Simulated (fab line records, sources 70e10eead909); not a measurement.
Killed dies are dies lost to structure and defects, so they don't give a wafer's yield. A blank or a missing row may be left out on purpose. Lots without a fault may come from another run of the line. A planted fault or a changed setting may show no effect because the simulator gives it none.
A struck lot beside a sound one | flow nand_harc | 15 steps out of a route of 1302
Sound: wafers L800.2, L800.5, L800.6. Struck: wafer L799.3. (L799.4, L799.6 of the same lot were not struck and are left out.) The cause comes at the end.
At each step with rows: each side's tool, then ch and its chambers, then its first start. Under that, the readings that differ: sound wafers | struck wafers | difference of the means | sigmas: that difference in standard deviations of wafers without a fault.
alike: readings whose means differ by less than 2 such deviations, and words and numbers that are the same on both sides. not compared: withheld readings, readings that some wafer has no value for, bounds like >300 that may hide the same value, and numbers for which the record gives no deviation and whose values overlap.
The two part at a step that has a row with sigmas, a row that says differs or no value, or rows on one side only. Numbers that don't overlap but have no deviation are shown without sigmas and don't part them. A reading that every wafer of one side lacks parts them only if that side has two wafers or more.

first, 1 step without rows for these wafers: NHARC_A_ONON_D1_DEP_03 (target thk 1000 nm).
NHARC_A_ONON_D1_THK_MEAS_05: measures by ellipsometry.
  sound on film_metro-02, day 15 16:32; struck on film_metro-01, day 15 06:44
  alike: thk_nm
then, 1 step without rows for these wafers: NHARC_A_ONON_D1_DEP_06 (target thk 1000 nm).
NHARC_A_ONON_D1_THK_MEAS_08: measures by ellipsometry.
  sound on film_metro-02, day 15 17:06; struck on film_metro-01, day 15 07:19
  alike: thk_nm
then, 1 step without rows for these wafers: NHARC_A_ONON_D1_DEP_09 (target thk 1000 nm).
NHARC_A_ONON_D1_THK_MEAS_11: measures by ellipsometry.
  sound on film_metro-02, day 15 17:40; struck on film_metro-01, day 15 07:52
  alike: thk_nm
then, 1 step without rows for these wafers: NHARC_A_ONON_D1_DEP_12 (target thk 1000 nm).
NHARC_A_ONON_D1_THK_MEAS_14: measures by ellipsometry.
  sound on film_metro-02, day 15 18:14; struck on film_metro-01, day 15 08:26
  alike: thk_nm
then, 2 steps without rows for these wafers: NHARC_A_ONON_D1_ANNEAL_15 (time 3600 s); NHARC_A_ONON_D1_DEP_16 (target thk 1000 nm).
NHARC_A_ONON_D1_THK_MEAS_18: measures by ellipsometry.
  sound on film_metro-01, day 16 01:50; struck on film_metro-01, day 15 18:26
  alike: thk_nm
NHARC_A_ONON_D1_DEP_19: target thk 1000 nm.
  sound on pecvd_onon-01 ch 0, day 16 01:57; struck on pecvd_onon-04 ch 0, day 15 18:36
NHARC_A_ONON_D1_THK_MEAS_21: measures by ellipsometry.
  sound on film_metro-02, day 16 02:25; struck on film_metro-01, day 15 19:00
  reading     | sound          | struck | difference | sigmas
  thk_nm (nm) | 1003 1002 1003 | 375    | -628       | -57
then, 1 step without rows for these wafers: NHARC_A_ONON_D1_DEP_22 (target thk 1000 nm).
-- the record jumps here: 16 days lie between the struck wafers' starts before and after (it left off in module A_ONON_D1 and takes up again in module END, whose first step shown is number 1302 of the route) --
NHARC_END_SORT_01:
  the record has rows for the struck wafers here (prober-01 ch 0, day 31 14:40) and none for the sound ones

WHERE THEY PART
First at NHARC_A_ONON_D1_THK_MEAS_21; last, within this record, at NHARC_END_SORT_01.

WHY: what the simulator had put in
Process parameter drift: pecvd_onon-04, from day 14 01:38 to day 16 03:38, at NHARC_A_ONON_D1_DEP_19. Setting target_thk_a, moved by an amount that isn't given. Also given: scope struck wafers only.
